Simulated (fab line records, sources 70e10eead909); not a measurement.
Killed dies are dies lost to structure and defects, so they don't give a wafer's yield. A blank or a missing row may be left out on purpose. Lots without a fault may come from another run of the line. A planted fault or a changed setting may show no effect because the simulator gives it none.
fab line records | flow nand_harc
record lots=12 wafers=36 last_day=32
route steps=1302 shown P_GATE@144
lots that met no fault: from a run of the same line without faults
start_h: hours from the record's first day to the start of the lot's first wafer shown | wait_h: hours since the lot's step before | " the same as in the row above | L1.1+2: a row that stands for several wafers | - no value, or no start given | * or withheld: withheld | < > ~ a bound
route shown NAME@n: a module of which the file shows steps, and the number in the route of the first | usual: mean/standard deviation of fault-free wafers | same: alike in all rows | chamber/n: place in a boat | sites: the reading at each site | _std_site: their standard deviation | _edge_site: outer sites' mean less inner sites' | radius_mm: how far each site lies from the wafer's centre | mask NAME#n: copy n | behind: the tool/chamber that last shaped the wafer | hold: why the lot was held/for how many hours/how that ended | device: the transistor (n, p or np) that didn't switch | end of line: the same wafers' tests at the end of the route | a step without rows: its recipe alone | killed: dies lost to structure and defects at the first sort, not the wafer's yield | map: a wafer's dies, x killed, . not, _ none there
set.NAME: the setting as run; set.NAME@STEP: as run at that earlier step | model.NAME: the simulator's own value behind a step, which no gauge read
steps of the route over a sample of lots; a table a step, a row a wafer
services: from which hour (start_h, from the record's first day; less than 0 if before it) a tool's chamber was out of use, for how many hours, and why
## steps
# step NHARC_P_GATE_DESCUM_31
# recipe time_s=3 o2_flow_sccm=200 ar_flow_sccm=0 bias_power_w=0 chemistry=O2
# usual drypump_motor_current_A=5.8/0.49 oes_product_au=1.005/0.016 rf_vpp_V=57.8/0.97 showerhead_plenum_p_Torr=1.92/0.096 throttle_valve_pct=11.310/0.009
# same bias_power_w=0
# columns lot.wafer tool chamber start_h wait_h drypump_motor_current_A oes_product_au rf_hours_counter_h rf_vpp_V showerhead_plenum_p_Torr throttle_valve_pct
L204.3 rie_diel-01 2 96.48 0.1 5.9 0.999 3 58.0 1.87 11.302
L204.5 " 3 " " 5.9 1.045 - 58.4 1.80 11.310
L204.6 " 2 " " 5.9 0.995 - 57.6 1.87 11.314
L206.3 rie_diel-07 1 116.47 0.1 5.0 1.000 8 59.5 2.02 11.313
L206.1 " 2 " " 5.7 1.002 9 56.3 1.78 11.340
L206.6 " 2 " " 5.7 0.999 - 57.4 1.78 11.324
L207.4 rie_diel-07 2 132.70 0.1 5.7 1.013 0 57.0 1.78 11.296
L207.2 " 0 " " 6.5 0.983 0 56.0 1.86 11.317
L207.6 " 3 " " 5.6 0.993 - 58.2 1.87 11.313
L209.2 rie_diel-07 3 143.80 0.1 5.6 0.979 0 58.2 1.87 11.307
L209.1 " 0 " " 6.5 0.992 0 57.8 1.86 11.321
L209.6 " 0 " " 6.5 0.983 - 57.2 1.86 11.306
L210.2 rie_diel-01 1 163.62 0.1 5.2 1.007 8 60.2 2.06 11.301
L210.3 " 2 " " 5.9 0.981 8 58.9 1.87 11.316
L210.5 " 2 " " 5.9 0.981 - 57.7 1.86 11.297
L212.4 rie_diel-13 1 178.21 0.1 4.9 0.990 0 57.5 2.04 11.294
L212.2 " 3 " " 6.2 1.020 0 56.7 1.86 11.305
L212.6 " 2 " " 6.6 1.014 - 58.4 2.01 11.305
L213.2 rie_diel-07 3 195.10 0.1 5.6 0.980 2 57.4 1.87 11.320
L213.1 " 0 " " 6.5 0.984 3 57.8 1.86 11.313
L213.4 " 2 " " 5.6 1.013 2 57.6 1.78 11.305
L218.3 rie_diel-13 0 246.32 0.1 5.7 1.005 5 58.2 1.90 11.304
L218.4 " 0 " " 5.7 1.005 - 57.8 1.90 11.308
L218.6 " 1 " " 4.9 0.999 - 56.8 2.03 11.306
L219.3 rie_diel-01 3 247.18 0.1 5.9 1.018 1 58.9 1.80 11.305
L219.2 " 0 " " 6.2 1.006 2 57.7 2.02 11.307
L219.1 " 1 " " 5.2 1.021 2 58.2 2.05 11.318
L221.2 rie_diel-01 1 273.16 0.1 5.2 1.016 3 59.5 2.05 11.329
L221.1 " 2 " " 5.8 0.998 2 56.5 1.86 11.312
L221.3 " 3 " " 5.9 1.013 2 57.4 1.80 11.295
L220.2 rie_diel-13 3 273.29 0.1 6.3 1.021 8 57.7 1.86 11.326
L220.1 " 0 " " 5.7 1.010 8 57.1 1.90 11.298
L220.5 " 0 " " 5.7 1.012 - 58.4 1.90 11.301
L225.2 rie_diel-07 0 313.64 0.1 6.5 0.988 1 58.0 1.86 11.304
L225.3 " 1 " " 5.0 0.996 1 58.2 2.02 11.304
L225.6 " 3 " " 5.6 0.983 - 58.6 1.87 11.315
# step NHARC_P_GATE_CD_MEAS_33
# usual cd_nm=120/3.5
# columns lot.wafer tool chamber start_h wait_h cd_nm
L204.3 cd_sem-03 - 97.42 0.1 121
L204.5 " - " " 121
L204.6 " - " " 122
L206.1 cd_sem-02 - 117.27 - 122
L206.3 " - " " 118
L206.6 " - " " 121
L207.2 cd_sem-01 - 133.50 - 123
L207.4 " - " " 119
L207.6 " - " " 116
L209.1 cd_sem-03 - 144.61 - 123
L209.2 " - " " 116
L209.6 " - " " 121
L210.2 cd_sem-03 - 164.41 - 121
L210.3 " - " " 119
L210.5 " - " " 115
L212.2 cd_sem-01 - 179.04 - 121
L212.4 " - " " 117
L212.6 " - " " 121
L213.1 cd_sem-01 - 195.90 - 114
L213.2 " - " " 123
L213.4 " - " " 116
L218.3 cd_sem-01 - 247.26 - 116
L218.4 " - " " 119
L218.6 " - " " 122
L219.1 cd_sem-03 - 247.97 - 122
L219.2 " - " " 118
L219.3 " - " " 122
L221.1 cd_sem-03 - 273.98 - 121
L221.2 " - " " 121
L221.3 " - " " 126
L220.1 cd_sem-01 - 274.09 - 115
L220.2 " - " " 119
L220.5 " - " " 120
L225.2 cd_sem-01 - 314.43 - 117
L225.3 " - " " 116
L225.6 " - " " 121
# step NHARC_P_GATE_EXPOSE_43
# recipe na=0.6 target_cd_nm=720 dose_mj=14.81 mask_id=P_NSD
# usual stage_vel_mm_s=500.05/0.24
# columns lot.wafer tool chamber start_h wait_h mask stage_vel_mm_s
L204.3 krf_scanner-04 0 108.21 - P_NSD#0 499.97
L204.5 " 0 " " P_NSD#0 500.31
L204.6 " 0 " " P_NSD#0 500.24
L206.1 krf_scanner-04 0 128.10 - P_NSD#0 499.48
L206.3 " 0 " " P_NSD#0 499.67
L206.6 " 0 " " P_NSD#0 499.91
L207.2 krf_scanner-04 0 144.27 - P_NSD#0 500.08
L207.4 " 0 " " P_NSD#0 499.93
L207.6 " 0 " " P_NSD#0 500.34
L209.1 krf_scanner-03 0 155.48 - P_NSD#0 500.15
L209.2 " 0 " " P_NSD#0 499.73
L209.6 " 0 " " P_NSD#0 500.06
L210.2 krf_scanner-02 0 175.19 - P_NSD#0 500.09
L210.3 " 0 " " P_NSD#0 500.22
L210.5 " 0 " " P_NSD#0 499.86
L212.2 krf_scanner-04 0 189.80 - P_NSD#0 500.01
L212.4 " 0 " " P_NSD#0 499.72
L212.6 " 0 " " P_NSD#0 500.18
L213.1 krf_scanner-02 0 206.77 - P_NSD#0 500.16
L213.2 " 0 " " P_NSD#0 500.04
L213.4 " 0 " " P_NSD#0 500.24
L218.3 krf_scanner-04 0 258.05 - P_NSD#0 499.85
L218.4 " 0 " " P_NSD#0 499.98
L218.6 " 0 " " P_NSD#0 500.35
L219.1 krf_scanner-04 0 258.83 - P_NSD#0 500.04
L219.2 " 0 " " P_NSD#0 500.24
L219.3 " 0 " " P_NSD#0 500.26
L221.1 krf_scanner-04 0 284.62 - P_NSD#0 500.06
L221.2 " 0 " " P_NSD#0 500.10
L221.3 " 0 " " P_NSD#0 500.03
L220.1 krf_scanner-03 0 285.06 - P_NSD#0 500.19
L220.2 " 0 " " P_NSD#0 499.88
L220.5 " 0 " " P_NSD#0 500.18
L225.2 krf_scanner-03 0 325.28 - P_NSD#0 500.17
L225.3 " 0 " " P_NSD#0 500.22
L225.6 " 0 " " P_NSD#0 500.40
# step NHARC_P_GATE_CD_MEAS_46
# recipe target_cd_nm=720 landing_energy_ev=500
# usual cd_nm=719.6/2.2
# columns lot.wafer tool chamber start_h wait_h cd_nm
L204.3 cd_sem-01 0 108.36 - 716.9
L204.5 " 0 " " 715.7
L204.6 " 0 " " 719.9
L206.1 cd_sem-01 0 128.26 - 721.1
L206.3 " 0 " " 717.9
L206.6 " 0 " " 719.5
L207.2 cd_sem-01 0 144.42 - 719.1
L207.4 " 0 " " 717.1
L207.6 " 0 " " 718.4
L209.1 cd_sem-01 0 155.64 - 722.1
L209.2 " 0 " " 718.4
L209.6 " 0 " " 720.7
L210.2 cd_sem-01 0 175.34 - 719.6
L210.3 " 0 " " 718.6
L210.5 " 0 " " 720.7
L212.2 cd_sem-01 0 189.96 - 719.2
L212.4 " 0 " " 721.5
L212.6 " 0 " " 722.6
L213.1 cd_sem-01 0 206.93 - 719.5
L213.2 " 0 " " 716.8
L213.4 " 0 " " 720.2
L218.3 cd_sem-03 0 258.20 - 717.8
L218.4 " 0 " " 716.6
L218.6 " 0 " " 722.8
L219.1 cd_sem-03 0 258.99 - 722.9
L219.2 " 0 " " 719.0
L219.3 " 0 " " 722.8
L221.1 cd_sem-02 0 284.78 - 741.8
L221.2 " 0 " " 721.2
L221.3 " 0 " " 717.3
L220.1 cd_sem-02 0 285.22 - 718.0
L220.2 " 0 " " 719.3
L220.5 " 0 " " 721.8
L225.2 cd_sem-02 0 325.44 - 716.9
L225.3 " 0 " " 719.8
L225.6 " 0 " " 720.4
# step NHARC_P_GATE_STRIP_75
# recipe power_w=1500 temp_c=250 chemistry=O2
# usual drypump_motor_current_A=5.8/0.6 heater_power_w=316/20
# columns lot.wafer tool chamber start_h wait_h drypump_motor_current_A heater_power_w rf_hours_counter_h
L204.3 plasma_asher-01 1 109.21 0.2 5.1 332 -
L204.6 " 1 " " 5.1 333 -
L204.5 " 0 " " 6.5 288 -
L206.1 plasma_asher-01 0 129.10 0.2 6.5 294 26
L206.3 " 0 " " 6.5 283 -
L206.6 " 0 " " 6.5 289 -
L207.2 plasma_asher-01 0 145.27 0.2 6.5 282 30
L207.4 " 1 " " 5.0 326 -
L207.6 " 1 " " 5.0 340 -
L209.2 plasma_asher-02 0 156.46 0.2 6.0 328 17
L209.1 " 1 " " 5.6 330 17
L209.6 " 1 " " 5.7 339 -
L210.2 plasma_asher-02 0 176.18 0.2 6.0 345 21
L210.3 " 0 " " 6.0 328 -
L210.5 " 1 " " 5.6 343 -
L212.2 plasma_asher-01 1 190.82 0.2 5.0 321 3
L212.4 " 1 " " 5.1 312 -
L212.6 " 0 " " 6.5 301 -
L213.2 plasma_asher-02 0 207.77 0.3 6.0 336 26
L213.1 " 1 " " 5.7 336 26
L213.4 " 0 " " 6.0 336 -
L218.3 plasma_asher-02 0 259.05 0.2 6.0 325 -
L218.4 " 1 " " 5.6 354 -
L218.6 " 0 " " 6.0 331 -
L219.2 plasma_asher-01 1 259.81 0.3 5.1 310 19
L219.1 " 0 " " 6.5 296 19
L219.3 " 1 " " 5.1 315 -
L221.2 plasma_asher-01 0 285.61 0.3 6.5 291 23
L221.1 " 1 " " 5.1 312 23
L221.3 " 0 " " 6.5 296 -
L220.2 plasma_asher-02 0 286.08 0.3 6.0 333 5
L220.1 " 1 " " 5.6 352 5
L220.5 " 0 " " 6.0 330 -
L225.2 plasma_asher-01 0 326.26 0.2 6.5 298 34
L225.3 " 0 " " 6.5 305 -
L225.6 " 0 " " 6.5 296 -
## services
# columns tool chamber start_h hours kind
rie_diel-01 0 90.23 7.8 repair
krf_scanner-04 - 91.74 1.0 repair
krf_scanner-03 - 109.43 2.9 repair
rie_diel-07 - 117.20 9.0 pm
rie_diel-13 1 120.04 4.3 repair
rie_diel-13 0 125.28 4.0 repair
rie_diel-13 0 134.27 2.6 repair
rie_diel-13 - 165.00 9.0 pm
plasma_asher-01 - 165.26 9.0 pm
krf_scanner-04 - 182.35 4.0 pm
rie_diel-01 0 185.15 2.8 repair
rie_diel-07 0 189.96 4.2 repair
rie_diel-01 - 203.80 9.0 pm
krf_scanner-04 - 208.95 0.2 repair
rie_diel-13 2 220.15 34.9 repair
krf_scanner-03 - 224.55 4.0 pm
rie_diel-07 - 239.29 0.7 repair
plasma_asher-02 - 249.00 9.0 pm
plasma_asher-01 - 269.19 1.2 repair
plasma_asher-02 - 282.25 1.0 repair
rie_diel-07 1 285.15 4.3 repair
rie_diel-07 - 294.21 9.0 pm
rie_diel-01 2 294.55 8.8 repair
rie_diel-01 - 307.05 0.8 repair
## key
first_sign step=NHARC_P_GATE_CD_MEAS_46 reading=cd_nm direction=up sigmas=10 usual=719.6 struck=741.8
effect none on later readings
met_at NHARC_P_GATE_EXPOSE_43
struck_lots L221
struck_wafers L221.1
tester_left_out L221
not_acting_at NHARC_P_GATE_DESCUM_31,NHARC_P_GATE_CD_MEAS_33,NHARC_P_GATE_STRIP_75
onset_between 258.83 284.62
fault kind=process_parameter_drift tool=krf_scanner-04 chamber=- onset_h=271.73 steps=NHARC_P_GATE_EXPOSE_43 channel=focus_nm offset=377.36 shape=step end_h=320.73 scope=struck_wafers_only
# tester_left_out: of these lots the tester's yield and bins aren't shown, on N5 and GAA mostly nor the transistor test; their killed dies are dies lost to structure and defects alone, not to doping, threshold or leakage, so they don't give the yield
